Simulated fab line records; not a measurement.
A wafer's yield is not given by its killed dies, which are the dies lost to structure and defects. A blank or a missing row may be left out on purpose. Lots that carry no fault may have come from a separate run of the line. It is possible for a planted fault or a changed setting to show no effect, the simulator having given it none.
fab line records | flow n5_finfet
record lots=5 | wafers=15 | last_day=19
route steps=1938 shown FIN_CUT@166 BEOL_M4@1111
lots with no fault: from the same line, run without faults
start_h: hours from the record's first day to the start of the lot's first wafer shown | wait_h: hours from the lot's prior step to this one | " identical to the entry in the row above | L1.1+2: a row that stands for several wafers | - no value, or no start was given | * or withheld: withheld | < > ~ a bound
route shown NAME@n: a module of which the file shows steps, and the number in the route of the first | usual: mean/standard deviation of fault-free wafers | same: alike in all rows | chamber/n: place in a boat | sites: the reading at each site | _std_site: how widely they spread, as a standard deviation | _edge_site: outer sites' mean less inner sites' | radius_mm: for every site, how far away it sits from the centre of the wafer | mask NAME#n: copy n | behind: the tool/chamber that last shaped the wafer | hold: cause of the lot's hold/its duration in hours/its outcome | device: the n, p or np transistor that did not switch | end of line: the same wafers' tests at the end of the route | a step with no rows: only its recipe | killed: not the wafer's yield, but the dies lost to structure and defects at the first sort | map: dies across one wafer; x = killed, . = not, _ = none there
set.NAME: the setting that was run; set.NAME@STEP: the one run at that earlier step | model.NAME: the simulator's own value behind a step, which no gauge read
lots at selected steps of the route; one table per step, one row per wafer
services: from which hour (start_h, from the record's first day; less than 0 if before it) a tool's chamber was out of use, for how many hours, and why
## steps
# step N5_FIN_CUT_DESCUM_13
# recipe chemistry=O2 | time_s=7 | source_power_w=50 | bias_power_w=20 | pressure_mtorr=20 | rf_frequency_hz=2.712e+07 | temp_c=40 | resist=CAR-EUV | o2_flow_sccm=225
# step N5_FIN_CUT_ETCH_30
# recipe chemistry=N2/H2 | target=underlayer | target_depth_a=130 | mask_material=CAR-EUV | time_s=10.4 | ion_energy_ev=200 | pressure_mtorr=30 | source_w=840 | bias_w=150 | n2_flow_sccm=200 | h2_flow_sccm=200 | ends=cleared
# step N5_FIN_CUT_ETCH_20
# recipe chemistry=CF4 | target=SiARC | target_depth_a=260 | mask_material=CAR-EUV | time_s=43.3 | ion_energy_ev=80 | pressure_mtorr=40 | source_w=545 | bias_w=36 | Ar_flow_sccm=100 | cf4_flow_sccm=100 | ends=cleared
# step N5_FIN_CUT_ETCH_21
# recipe chemistry=N2/H2 | target=SOC | target_depth_a=2190 | overetch_a=438 | mask_material=SiARC | temp_c=40 | ion_energy_ev=100 | bias_w=61 | time_s=523.5 | pressure_mtorr=30 | source_w=850 | n2_flow_sccm=200 | h2_flow_sccm=200
# step N5_FIN_CUT_STRIP_23
# recipe chemistry=N2/H2 | temp_c=40 | n2_flow_sccm=200 | h2_flow_sccm=200 | rf_frequency_hz=6e+07
# step N5_FIN_CUT_STRIP_31
# recipe chemistry=N2/H2 | temp_c=40 | n2_flow_sccm=200 | h2_flow_sccm=200 | rf_frequency_hz=6e+07
# step N5_FIN_CUT_STRIP_24
# recipe chemistry=CF4 | resist=SiARC | power_w=300 | bias_power_w=75 | pressure_mtorr=50 | cf4_flow_sccm=150 | rf_frequency_hz=6e+07
# step N5_FIN_CUT_CUT_ETCH_26
# recipe chemistry=CH3F/O2 | target=SiNx | target_depth_a=390 | mask_material=SOC | time_s=55.7 | pressure_mtorr=30 | source_w=395 | bias_w=73 | Ar_flow_sccm=150 | CH3F_flow_sccm=30 | O2_flow_sccm=20 | ion_energy_ev=120
# step N5_FIN_CUT_CUT_ETCH_27
# recipe chemistry=CHF3/O2 | target=SiO2 | target_depth_a=40 | mask_material=SOC | overetch_a=20 | time_s=4.9 | pressure_mtorr=30 | source_w=650 | bias_w=170 | Ar_flow_sccm=200 | CHF3_flow_sccm=50 | O2_flow_sccm=5 | ion_energy_ev=200
# step N5_FIN_CUT_PRECLEAN_35
# recipe time_s=13.3 | temp_c=45 | pressure_torr=125 | p_hf_torr=3 | p_coreactant_torr=25 | chemistry=vHF
# step N5_FIN_CUT_CUT_ETCH_15
# recipe chemistry=HBr/Cl2/O2 | target=Si | target_depth_a=1000 | bt_time_s=10 | mask_material=SOC | time_s=42.4 | ion_energy_ev=* | bias_w=* | pressure_mtorr=10 | icp_w=800 | HBr_flow_sccm=150 | Cl2_flow_sccm=80 | O2_flow_sccm=12
# usual drypump_motor_current_A=5.6/0.59 | mfc_cl2_sccm=80.01/0.26 | oes_product_au=0.992/0.014 | rf_fwd_power_W=* | throttle_valve_pct=37.19/0.21
lot.wafer | tool      | chamber | start_h | wait_h | drypump_motor_current_A | mfc_cl2_sccm | oes_product_au | rf_fwd_power_W | rf_hours_counter_h | throttle_valve_pct | model.FIN_CUT.feature_depth_nm | model.etch.depth_nm | model.SOC_of_FIN_CUT_COAT_18.thk_nm
L727.3    | rie_si-04 | 3       | 51.82   | 0.0    | 6.0                     | 80.03        | 0.995          | *              | 46                 | 37.35              | 102.6                          | 102.6               | 169.6
L727.4    | "         | 0       | "       | "      | 4.8                     | 79.74        | 0.984          | *              | 4                  | 36.95              | 100.4                          | 100.4               | 171.8
L727.5    | "         | 3       | "       | "      | 6.0                     | 80.23        | 0.999          | *              | -                  | 37.35              | 103.2                          | 103.1               | 169.6
L728.1    | rie_si-05 | 0       | 57.55   | 0.1    | 5.3                     | 80.06        | 1.019          | *              | 182                | 37.04              | 152.6                          | 152.5               | 150.2
L728.5    | "         | 0       | "       | "      | 5.3                     | 80.61        | 0.982          | *              | -                  | 37.07              | 96.6                           | 96.62               | 172
L728.6    | "         | 1       | "       | "      | 6.0                     | 79.81        | 0.983          | *              | -                  | 37.19              | 98.8                           | 98.82               | 170.8
L729.2    | rie_si-05 | 0       | 63.24   | 0.1    | 5.3                     | 80.17        | 1.027          | *              | 183                | 37.04              | 151.6                          | 151.7               | 150.2
L729.5    | "         | 0       | "       | "      | 5.3                     | 79.85        | 0.981          | *              | -                  | 37.07              | 97.2                           | 97.27               | 170.6
L729.6    | "         | 1       | "       | "      | 6.0                     | 79.82        | 0.977          | *              | -                  | 37.18              | 98                             | 98                  | 171
L733.1    | rie_si-05 | 1       | 88.20   | 0.1    | 6.0                     | 79.44        | 1.024          | *              | 7                  | 37.15              | 155.6                          | 155.6               | 149.4
L733.3    | "         | 3       | "       | "      | 5.4                     | 80.41        | 1.023          | *              | 151                | 37.54              | 103.8                          | 103.9               | 169.8
L733.4    | "         | 2       | "       | "      | 5.4                     | 80.02        | 0.989          | *              | 154                | 36.97              | 100.2                          | 100.1               | 170.8
L746.1    | rie_si-05 | 2       | 165.99  | 0.1    | 5.5                     | 80.17        | 0.982          | *              | 155                | 36.97              | 100.2                          | 100.1               | 169.6
L746.2    | "         | 3       | "       | "      | 5.4                     | 80.08        | 1.026          | *              | 152                | 37.56              | 105.2                          | 105.1               | 167.8
L746.3    | "         | 0       | "       | "      | 5.3                     | 79.43        | 0.974          | *              | 184                | 37.07              | 97.4                           | 97.42               | 170.8
# step N5_FIN_CUT_CUT_ETCH_28
# recipe chemistry=HBr/Cl2/O2 | target=Si | target_depth_a=60 | mask_material=SOC | time_s=2.4 | ion_energy_ev=* | bias_w=* | pressure_mtorr=10 | icp_w=800 | HBr_flow_sccm=150 | Cl2_flow_sccm=80 | O2_flow_sccm=12
# usual drypump_motor_current_A=5.6/0.6 | mfc_cl2_sccm=79.99/0.24 | oes_product_au=0.994/0.015 | rf_fwd_power_W=* | throttle_valve_pct=37.18/0.21
lot.wafer | tool      | chamber | start_h | wait_h | drypump_motor_current_A | mfc_cl2_sccm | oes_product_au | rf_fwd_power_W | rf_hours_counter_h | throttle_valve_pct | model.SOC_of_FIN_CUT_COAT_18.thk_nm
L727.3    | rie_si-04 | 3       | 51.88   | 0.0    | 6.1                     | 80.36        | 1.002          | *              | 46                 | 37.34              | 167.8
L727.4    | "         | 0       | "       | "      | 4.8                     | 80.13        | 0.995          | *              | 4                  | 36.93              | 170
L727.5    | "         | 3       | "       | "      | 6.1                     | 80.36        | 0.994          | *              | -                  | 37.36              | 167.8
L728.1    | rie_si-05 | 0       | 57.60   | 0.0    | 5.3                     | 79.96        | 0.984          | *              | 182                | 37.07              | 148.6
L728.5    | "         | 0       | "       | "      | 5.3                     | 79.47        | 0.980          | *              | -                  | 37.06              | 170.2
L728.6    | "         | 1       | "       | "      | 6.0                     | 79.57        | 0.991          | *              | -                  | 37.18              | 169
L729.2    | rie_si-05 | 0       | 63.30   | 0.0    | 5.3                     | 79.89        | 0.979          | *              | 183                | 37.06              | 148.6
L729.5    | "         | 0       | "       | "      | 5.3                     | 79.83        | 0.975          | *              | -                  | 37.06              | 168.8
L729.6    | "         | 1       | "       | "      | 6.0                     | 79.87        | 0.986          | *              | -                  | 37.18              | 169.4
L733.1    | rie_si-05 | 1       | 88.25   | 0.0    | 6.0                     | 79.76        | 0.983          | *              | 7                  | 37.19              | 147.8
L733.3    | "         | 3       | "       | "      | 5.4                     | 79.94        | 1.034          | *              | 151                | 37.54              | 168
L733.4    | "         | 2       | "       | "      | 5.4                     | 79.91        | 0.993          | *              | 154                | 36.96              | 169
L746.1    | rie_si-05 | 2       | 166.04  | 0.0    | 5.4                     | 80.14        | 0.985          | *              | 155                | 36.96              | 167.8
L746.2    | "         | 3       | "       | "      | 5.4                     | 79.93        | 1.030          | *              | 152                | 37.56              | 166
L746.3    | "         | 0       | "       | "      | 5.3                     | 80.39        | 0.982          | *              | 184                | 37.07              | 169.2
# step N5_FIN_CUT_STRIP_22
# recipe chemistry=N2/H2 | power_w=500 | temp_c=40 | pressure_mtorr=50 | rf_frequency_hz=6e+07 | overash_fraction=0.3 | bias_power_w=8 | h2_frac=0.5 | n2_flow_sccm=300 | h2_flow_sccm=300
# step N5_BEOL_M4_RC_MEAS_101
# usual DIBL_N=36.3/1.7 | DIBL_P=36.5/2.1 | IOFF_N=0.16/0.03 | IOFF_P=0.22/0.035 | ION_N=675/11 | ION_P=465/7.1 | SS_N=71.5/0.62 | SS_P=73.3/0.64 | VT_N=250/3.1 | VT_P=-249.1/3
lot.wafer | tool      | chamber | start_h | wait_h | DIBL_N[mV/V] | DIBL_P[mV/V] | IOFF_N[nA/um] | IOFF_P[nA/um] | ION_N[uA/um] | ION_P[uA/um] | SS_N[mV/dec] | SS_P[mV/dec] | VT_N[mV] | VT_P[mV]
L727.3    | prober-01 | 0       | 190.46  | 0.3    | 35.0         | 36.2         | 0.15          | 0.21          | 666          | 464          | 71.9         | 72.5         | 253      | -250.3
L727.4    | "         | 0       | "       | "      | 34.3         | 35.5         | 0.14          | 0.20          | 676          | 464          | 71.3         | 72.9         | 254      | -251.1
L727.5    | "         | 0       | "       | "      | 37.5         | 39.4         | 0.20          | 0.27          | 684          | 472          | 72.1         | 74.4         | 246      | -244.4
L728.1    | prober-01 | 0       | 195.23  | 0.0    | 37.6         | 38.8         | 0.19          | 0.23          | 697          | 468          | 72.1         | 74.1         | 246      | -250.9
L728.5    | "         | 0       | "       | "      | 38.3         | 38.9         | 0.20          | 0.24          | 694          | 470          | 71.4         | 74.3         | 246      | -249.7
L728.6    | "         | 0       | "       | "      | 35.1         | 35.7         | 0.16          | 0.19          | 688          | 470          | 71.7         | 73.1         | 248      | -254.5
L729.2    | prober-02 | 0       | 200.23  | 0.2    | 34.3         | 33.8         | 0.11          | 0.18          | 657          | 457          | 71.0         | 73.1         | 254      | -256.1
L729.5    | "         | 0       | "       | "      | 37.8         | 38.0         | 0.17          | 0.25          | 687          | 477          | 71.0         | 74.2         | 250      | -249.9
L729.6    | "         | 0       | "       | "      | 33.5         | 32.9         | 0.11          | 0.17          | 655          | 456          | 70.5         | 72.7         | 254      | -253.8
L733.1    | prober-01 | 0       | 223.63  | 0.0    | 34.5         | 34.5         | 0.14          | 0.18          | 662          | 458          | 71.5         | 72.6         | 250      | -250.3
L733.3    | "         | 0       | "       | "      | 36.2         | 38.4         | 0.18          | 0.23          | 676          | 463          | 71.9         | 73.2         | 247      | -247.0
L733.4    | "         | 0       | "       | "      | 36.4         | 37.2         | 0.17          | 0.21          | 668          | 451          | 71.5         | 73.6         | 248      | -251.0
L746.1    | prober-02 | 0       | 332.04  | 0.0    | 35.3         | 37.3         | 0.16          | 0.22          | 697          | 477          | 71.7         | 73.4         | 247      | -247.2
L746.2    | "         | 0       | "       | "      | 37.0         | 38.8         | 0.19          | 0.24          | 684          | 466          | 71.6         | 73.7         | 247      | -247.8
L746.3    | "         | 0       | "       | "      | 36.2         | 38.5         | 0.17          | 0.26          | 688          | 474          | 71.9         | 74.0         | 247      | -246.5
## services
tool      | chamber | start_h | hours | kind
rie_si-05 | 3       | 104.98  | 9.2   | repair
## key
first_sign step=N5_FIN_CUT_CUT_ETCH_15 | reading=oes_product_au | direction=up | sigmas=2.3 | usual=0.992 | struck=1.023
effect none on later readings
model_effect step=N5_FIN_CUT_CUT_ETCH_15 | value=FIN_CUT.feature_depth_nm | without=97.67 | struck=153.3
model_effect step=N5_FIN_CUT_CUT_ETCH_28 | value=SOC_of_FIN_CUT_COAT_18.thk_nm | without=169.1 | struck=148.3
met_at N5_FIN_CUT_CUT_ETCH_15
struck_wafers L728.1,L729.2,L733.1
fault kind=process_parameter_drift | tool=rie_si-05 | chamber=- | onset_h=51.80 | steps=N5_FIN_CUT_CUT_ETCH_15 | channel=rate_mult | offset=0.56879 | shape=step | end_h=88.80 | scope=struck_wafers_only
